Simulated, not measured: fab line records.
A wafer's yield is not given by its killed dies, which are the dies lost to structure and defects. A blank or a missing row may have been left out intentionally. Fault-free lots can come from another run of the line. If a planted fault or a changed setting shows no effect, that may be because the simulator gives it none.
The tool behind it: which one? | flow nandHarc | 24 lots, 72 wafers sampled, at 5 steps of a route of 1159

WHAT EACH GAUGE READ, for each wafer
NHARC_P_M0_OVL_MEAS_10: pitch 180 nm. Usual: overlayXNm 0.1 nm, standard deviation 0.85; overlayYNm 0.2 nm, standard deviation 0.87.
lot  | measured     | on         | overlayXNm (nm) | overlayYNm (nm) | flag
L074 | day 5 12:01  | overlay-01 | 0.3 0.6 -0.3    | -0.1 -0.4 0.3   | 
L075 | day 6 06:49  | overlay-02 | 0.8 0.9 1.2     | 1.3 0.7 1.1     | 
L077 | day 6 10:03  | overlay-02 | -0.2 -0.2 -0.5  | 0.9 0.1 0.8     | 
L076 | day 6 10:43  | overlay-02 | -0.3 -0.3 -0.6  | -2.3 -2.0 -1.8  | 
L078 | day 6 20:59  | overlay-02 | 0.6 0.4 0.3     | 0.8 1.0 0.6     | 
L079 | day 6 20:38  | overlay-01 | -0.9 -0.2 -0.3  | -0.5 0.0 -0.3   | 
L080 | day 7 09:34  | overlay-01 | -0.3 0.1 0.3    | 0.4 -0.2 -0.2   | 
L081 | day 7 12:00  | overlay-01 | 0.8 1.5 0.5     | 0.4 0.0 0.5     | 
L082 | day 7 22:28  | overlay-02 | -0.1 0.0 -0.1   | -0.1 0.5 0.1    | 
L084 | day 8 13:08  | overlay-01 | 2.3 2.0 2.2     | 0.5 0.0 0.5     | 
L083 | day 8 13:46  | overlay-01 | -0.3 -0.1 0.3   | 0.5 0.2 -0.3    | 
L085 | day 9 04:47  | overlay-02 | -1.1 -0.5 -0.6  | 0.9 1.2 0.7     | 
L087 | day 9 10:13  | overlay-02 | 0.9 0.6 -0.2    | 0.5 -0.3 0.0    | 
L086 | day 9 10:53  | overlay-02 | 0.7 0.3 0.3     | 1.3 1.1 1.1     | 
L088 | day 9 14:13  | overlay-02 | 0.7 0.7 0.2     | 0.6 0.1 0.5     | 
L089 | day 10 02:00 | overlay-02 | 0.3 0.2 -0.2    | 1.1 0.8 1.3     | 
L090 | day 10 03:19 | overlay-02 | -0.4 -1.1 -1.2  | -1.2 -1.2 -1.1  | 
L091 | day 10 05:46 | overlay-01 | -1.3 -0.9 -0.5  | -1.2 -0.7 -0.4  | 
L092 | day 10 06:00 | overlay-02 | 1.5 1.5 2.0     | 1.4 1.4 1.2     | 
L093 | day 10 17:11 | overlay-01 | -0.8 -1.0 -0.7  | -0.8 -1.3 -1.1  | 
L095 | day 10 17:58 | overlay-02 | 0.0 -0.1 0.1    | 0.6 0.6 0.8     | 
L094 | day 10 18:20 | overlay-01 | 0.0 -0.1 -0.4   | 1.1 1.0 1.3     | 
L096 | day 11 05:40 | overlay-01 | -1.2 -0.9 -1.2  | 0.1 0.3 0.0     | 
L097 | day 11 08:52 | overlay-02 | -0.6 -0.7 -0.3  | -0.7 -0.2 -0.4  | 

NHARC_P_M1_INSPECT_11. Usual: rawDefectCount reads 3.9 (standard deviation 2.3).
lot  | measured     | on               | rawDefectCount | flag
L074 | day 5 16:08  | defectInspect-01 | 4 4 3          | 
L075 | day 6 10:55  | defectInspect-01 | 8 1 3          | 
L077 | day 6 13:59  | defectInspect-01 | 6 2 4          | 
L076 | day 6 14:47  | defectInspect-02 | 0 1 0          | 
L078 | day 7 01:05  | defectInspect-02 | 4 5 6          | 
L079 | day 7 00:44  | defectInspect-02 | 5 3 3          | 
L080 | day 7 13:39  | defectInspect-01 | 6 12 8         | 
L081 | day 7 16:07  | defectInspect-02 | 6 1 4          | 
L082 | day 8 02:33  | defectInspect-02 | 1 1 4          | 
L084 | day 8 17:17  | defectInspect-02 | 5 4 3          | 
L083 | day 8 17:52  | defectInspect-02 | 1 5 6          | 
L085 | day 9 08:46  | defectInspect-02 | 3 4 8          | 
L087 | day 9 14:31  | defectInspect-01 | 3 4 2          | 
L086 | day 9 15:25  | defectInspect-01 | 2 3 3          | 
L088 | day 9 18:11  | defectInspect-02 | 3 2 1          | 
L089 | day 10 06:06 | defectInspect-02 | 7 4 6          | 
L090 | day 10 07:38 | defectInspect-02 | 2 6 3          | 
L091 | day 10 09:52 | defectInspect-01 | 8 7 5          | 
L092 | day 10 10:07 | defectInspect-01 | 12 7 7         | 
L093 | day 10 21:28 | defectInspect-02 | 1 5 4          | 
L095 | day 10 22:08 | defectInspect-02 | 6 3 3          | 
L094 | day 10 22:35 | defectInspect-02 | 4 3 5          | 
L096 | day 11 09:49 | defectInspect-02 | 5 1 4          | 
L097 | day 11 12:55 | defectInspect-02 | 3 6 5          | 

EACH LOT AND THE TOOL THAT RAN IT (in order: tool; ch and the chambers of the sampled wafers; start)
lot  | NHARC_P_GATE_ETCH_32            | NHARC_P_GATE_DESCUM_61            | NHARC_P_M0_PRE_CLEAN_31
L074 | rieSi-03 ch 1,2, day 4 10:12    | rieDiel-09 ch 0,1, day 4 23:31    | pecvd-04 ch 0,2, day 5 14:41
L075 | rieSi-06 ch 0,2,3, day 5 01:46  | rieDiel-10 ch 1,2,3, day 5 15:04  | pecvd-03 ch 0,1, day 6 09:28
L077 | rieSi-06 ch 0,3, day 5 03:47    | rieDiel-09 ch 0,1,3, day 5 17:10  | pecvd-02 ch 0,1,2, day 6 12:42
L076 | rieSi-03 ch 0,2, day 5 04:05    | rieDiel-07 ch 2,3, day 5 17:49    | pecvd-03 ch 0,1,2, day 6 13:23
L078 | rieSi-03 ch 1,2,3, day 5 16:41  | rieDiel-07 ch 2,3, day 6 06:39    | pecvd-04 ch 1,2, day 6 23:38
L079 | rieSi-06 ch 0,1,3, day 5 17:01  | rieDiel-07 ch 0,1,3, day 6 06:35  | pecvd-03 ch 0,1,2, day 6 23:17
L080 | rieSi-03 ch 0,1,3, day 6 07:32  | rieDiel-07 ch 0,1,3, day 6 22:44  | pecvd-03 ch 0,1, day 7 12:11
L081 | rieSi-04 ch 1,3, day 6 11:58    | rieDiel-10 ch 0,2, day 7 01:32    | pecvd-04 ch 1,2, day 7 14:41
L082 | rieSi-04 ch 0,2,3, day 6 19:29  | rieDiel-07 ch 2,3, day 7 08:58    | pecvd-02 ch 0,1,2, day 8 01:06
L084 | rieSi-03 ch 1,2, day 7 05:59    | rieDiel-09 ch 0,3, day 7 19:13    | pecvd-02 ch 0,1, day 8 15:50
L083 | rieSi-06 ch 1,3, day 7 06:46    | rieDiel-09 ch 1,3, day 7 19:44    | pecvd-03 ch 0,1,2, day 8 16:24
L085 | rieSi-04 ch 0,1,3, day 8 04:01  | rieDiel-07 ch 0,1,3, day 8 17:01  | pecvd-03 ch 1,2, day 9 07:26
L087 | rieSi-03 ch 0,1, day 8 04:38    | rieDiel-07 ch 0,2, day 8 18:04    | pecvd-02 ch 0,1, day 9 12:56
L086 | rieSi-06 ch 0,2, day 8 04:59    | rieDiel-10 ch 0,1,2, day 8 18:51  | pecvd-03 ch 0,2, day 9 13:59
L088 | rieSi-04 ch 1,2,3, day 8 14:11  | rieDiel-07 ch 1,2,3, day 9 03:32  | pecvd-03 ch 0,2, day 9 16:52
L089 | rieSi-03 ch 0,1,3, day 8 21:22  | rieDiel-07 ch 1,2,3, day 9 10:49  | pecvd-04 ch 0,1, day 10 04:40
L090 | rieSi-04 ch 1,2, day 8 22:13    | rieDiel-07 ch 1,2,3, day 9 11:29  | pecvd-03 ch 0,2, day 10 05:59
L091 | rieSi-03 ch 0,3, day 9 02:34    | rieDiel-07 ch 2,3, day 9 15:47    | pecvd-03 ch 1,2, day 10 08:25
L092 | rieSi-04 ch 1,2,3, day 9 02:38  | rieDiel-10 ch 0,2,3, day 9 17:00  | pecvd-04 ch 0,1,2, day 10 08:41
L093 | rieSi-04 ch 1,2,3, day 9 17:18  | rieDiel-07 ch 0,1,2, day 10 06:34 | pecvd-02 ch 0,2, day 10 20:08
L095 | rieSi-06 ch 0,2,3, day 9 17:31  | rieDiel-09 ch 0,1,2, day 10 07:02 | pecvd-03 ch 0,1,2, day 10 20:41
L094 | rieSi-03 ch 0,1,2, day 9 17:41  | rieDiel-09 ch 0,2,3, day 10 07:12 | pecvd-04 ch 1,2, day 10 21:07
L096 | rieSi-04 ch 0,1,2, day 10 03:27 | rieDiel-09 ch 0,3, day 10 16:46   | pecvd-04 ch 0,1,2, day 11 08:24
L097 | rieSi-03 ch 0,1,2, day 10 06:44 | rieDiel-07 ch 0,1,3, day 10 22:27 | pecvd-02 ch 0,1,2, day 11 11:35
- NHARC_P_GATE_ETCH_32: etches the open film in HBr/Cl2, target depth 150 nm, time 100.1 s.
- NHARC_P_GATE_DESCUM_61: chemistry O2, time 3 s.
- NHARC_P_M0_PRE_CLEAN_31: time 12 s.

WHAT THE TOOLS THEMSELVES READ (means of the sampled wafers that have a number; where no wafer has one, the mark that the record gives instead)
NHARC_P_GATE_ETCH_32. Usual: drypumpMotorCurrentA 5.7 A, standard deviation 0.38; heBacksideLeakSccm 2.7 sccm, standard deviation 0.31; oesProductAu 0.996 a.u., standard deviation 0.015; throttleValvePct 26.405 %, standard deviation 0.0092.
lot  | tool     | drypumpMotorCurrentA (A) | heBacksideLeakSccm (sccm) | oesProductAu (a.u.) | throttleValvePct (%) | flag
L074 | rieSi-03 | 5.6                      | 2.6                       | 1.000               | 26.408               | 
L075 | rieSi-06 | 5.9                      | 2.6                       | 0.994               | 26.396               | 
L077 | rieSi-06 | 5.7                      | 2.6                       | 0.995               | 26.406               | 
L076 | rieSi-03 | 5.9                      | 2.7                       | 0.975               | 26.412               | 
L078 | rieSi-03 | 5.7                      | 2.7                       | 1.000               | 26.423               | 
L079 | rieSi-06 | 5.6                      | 2.6                       | 0.995               | 26.410               | 
L080 | rieSi-03 | 5.5                      | 2.4                       | 1.003               | 26.406               | 
L081 | rieSi-04 | 5.9                      | 2.5                       | 0.991               | 26.396               | 
L082 | rieSi-04 | 5.7                      | 2.7                       | 0.996               | 26.397               | 
L084 | rieSi-03 | 5.9                      | 3.0                       | 0.981               | 26.404               | 
L083 | rieSi-06 | 5.9                      | 2.5                       | 0.998               | 26.402               | 
L085 | rieSi-04 | 5.9                      | 2.7                       | 0.994               | 26.408               | 
L087 | rieSi-03 | 5.3                      | 2.5                       | 0.991               | 26.405               | 
L086 | rieSi-06 | 5.6                      | 2.8                       | 0.985               | 26.398               | 
L088 | rieSi-04 | 5.7                      | 2.8                       | 1.006               | 26.393               | 
L089 | rieSi-03 | 5.5                      | 2.6                       | 0.984               | 26.404               | 
L090 | rieSi-04 | 5.6                      | 2.7                       | 1.018               | 26.419               | 
L091 | rieSi-03 | 5.5                      | 3.1                       | 1.002               | 26.404               | 
L092 | rieSi-04 | 5.7                      | 2.7                       | 1.016               | 26.399               | 
L093 | rieSi-04 | 5.7                      | 2.7                       | 1.005               | 26.404               | 
L095 | rieSi-06 | 5.9                      | 2.6                       | 1.013               | 26.407               | 
L094 | rieSi-03 | 5.6                      | 3.2                       | 0.989               | 26.405               | 
L096 | rieSi-04 | 5.8                      | 2.7                       | 1.011               | 26.410               | 
L097 | rieSi-03 | 5.6                      | 2.7                       | 0.985               | 26.401               | 

NHARC_P_GATE_DESCUM_61. Usual: drypumpMotorCurrentA 5.9 A, standard deviation 0.39; oesProductAu 0.998 a.u., standard deviation 0.012; rfVppV 57.8 V, standard deviation 0.8; showerheadPlenumPTorr 1.94 Torr, standard deviation 0.084; throttleValvePct 11.311 %, standard deviation 0.0099.
lot  | tool       | drypumpMotorCurrentA (A) | oesProductAu (a.u.) | rfVppV (V) | showerheadPlenumPTorr (Torr) | throttleValvePct (%) | flag
L074 | rieDiel-09 | 5.9                      | 0.991               | 57.1       | 1.97                         | 11.297               | 
L075 | rieDiel-10 | 5.8                      | 0.987               | 57.0       | 1.84                         | 11.317               | 
L077 | rieDiel-09 | 5.6                      | 1.001               | 57.8       | 1.99                         | 11.308               | 
L076 | rieDiel-07 | 5.8                      | 1.000               | 57.2       | 1.90                         | 11.318               | 
L078 | rieDiel-07 | 5.7                      | 1.008               | 57.6       | 1.85                         | 11.308               | 
L079 | rieDiel-07 | 6.2                      | 1.001               | 58.3       | 1.95                         | 11.320               | 
L080 | rieDiel-07 | 6.2                      | 0.998               | 57.8       | 1.95                         | 11.300               | 
L081 | rieDiel-10 | 6.2                      | 0.986               | 57.8       | 1.87                         | 11.305               | 
L082 | rieDiel-07 | 5.7                      | 1.006               | 57.2       | 1.85                         | 11.321               | 
L084 | rieDiel-09 | 5.7                      | 1.007               | 57.3       | 2.00                         | 11.309               | 
L083 | rieDiel-09 | 5.5                      | 1.012               | 57.2       | 1.97                         | 11.309               | 
L085 | rieDiel-07 | 6.2                      | 0.995               | 58.3       | 1.94                         | 11.313               | 
L087 | rieDiel-07 | 5.8                      | 1.001               | 58.4       | 1.87                         | 11.314               | 
L086 | rieDiel-10 | 6.2                      | 0.992               | 58.0       | 1.98                         | 11.305               | 
L088 | rieDiel-07 | 5.9                      | 1.005               | 57.8       | 1.88                         | 11.318               | 
L089 | rieDiel-07 | 5.9                      | 1.003               | 56.9       | 1.88                         | 11.310               | 
L090 | rieDiel-07 | 5.9                      | 1.000               | 58.6       | 1.87                         | 11.301               | 
L091 | rieDiel-07 | 5.8                      | 1.009               | 57.6       | 1.89                         | 11.312               | 
L092 | rieDiel-10 | 5.9                      | 0.987               | 57.5       | 2.01                         | 11.309               | 
L093 | rieDiel-07 | 6.0                      | 0.999               | 57.8       | 1.90                         | 11.304               | 
L095 | rieDiel-09 | 5.8                      | 0.994               | 58.2       | 1.99                         | 11.317               | 
L094 | rieDiel-09 | 5.6                      | 1.006               | 58.5       | 2.02                         | 11.316               | 
L096 | rieDiel-09 | 5.4                      | 1.013               | 58.7       | 2.00                         | 11.317               | 
L097 | rieDiel-07 | 6.2                      | 0.986               | 57.8       | 1.94                         | 11.315               | 

NHARC_P_M0_PRE_CLEAN_31. Usual: heaterPowerW 669 W, standard deviation 60; susceptorTempC 370.01 C, standard deviation 0.23.
lot  | tool     | heaterPowerW (W) | susceptorTempC (C) | flag
L074 | pecvd-04 | 598              | 369.88             | 
L075 | pecvd-03 | 705              | 370.18             | 
L077 | pecvd-02 | 659              | 369.95             | 
L076 | pecvd-03 | 641              | 369.95             | 
L078 | pecvd-04 | 566              | 369.84             | 
L079 | pecvd-03 | 685              | 369.99             | 
L080 | pecvd-03 | 668              | 369.77             | 
L081 | pecvd-04 | 711              | 370.14             | 
L082 | pecvd-02 | 651              | 369.98             | 
L084 | pecvd-02 | 699              | 369.88             | 
L083 | pecvd-03 | 707              | 370.06             | 
L085 | pecvd-03 | 646              | 369.96             | 
L087 | pecvd-02 | 670              | 369.96             | 
L086 | pecvd-03 | 660              | 369.97             | 
L088 | pecvd-03 | 737              | 370.10             | 
L089 | pecvd-04 | 674              | 370.19             | 
L090 | pecvd-03 | 743              | 370.00             | 
L091 | pecvd-03 | 707              | 369.93             | 
L092 | pecvd-04 | 663              | 370.14             | 
L093 | pecvd-02 | 617              | 370.14             | 
L095 | pecvd-03 | 677              | 369.99             | 
L094 | pecvd-04 | 639              | 370.02             | 
L096 | pecvd-04 | 672              | 369.94             | 
L097 | pecvd-02 | 691              | 369.93             | 

THE ANSWER, worked out from the rows above alone
Rule: lot off if the mean of its wafers having a number is beyond 3 standard deviations from the usual mean. Also off: a lot with no number at a reading for which 4 or more lots have one. Any other lot the step has rows for is counted as sound. First the gauges in route order, then the tools' own readings, where a lot's mean is used as printed above. At the first step where some lot is off, the reading lying furthest off is the one used; lots without a number count as furthest.
None of the lots is off at any reading shown; this tells nothing.

WHAT THE SIMULATOR HAD INSERTED
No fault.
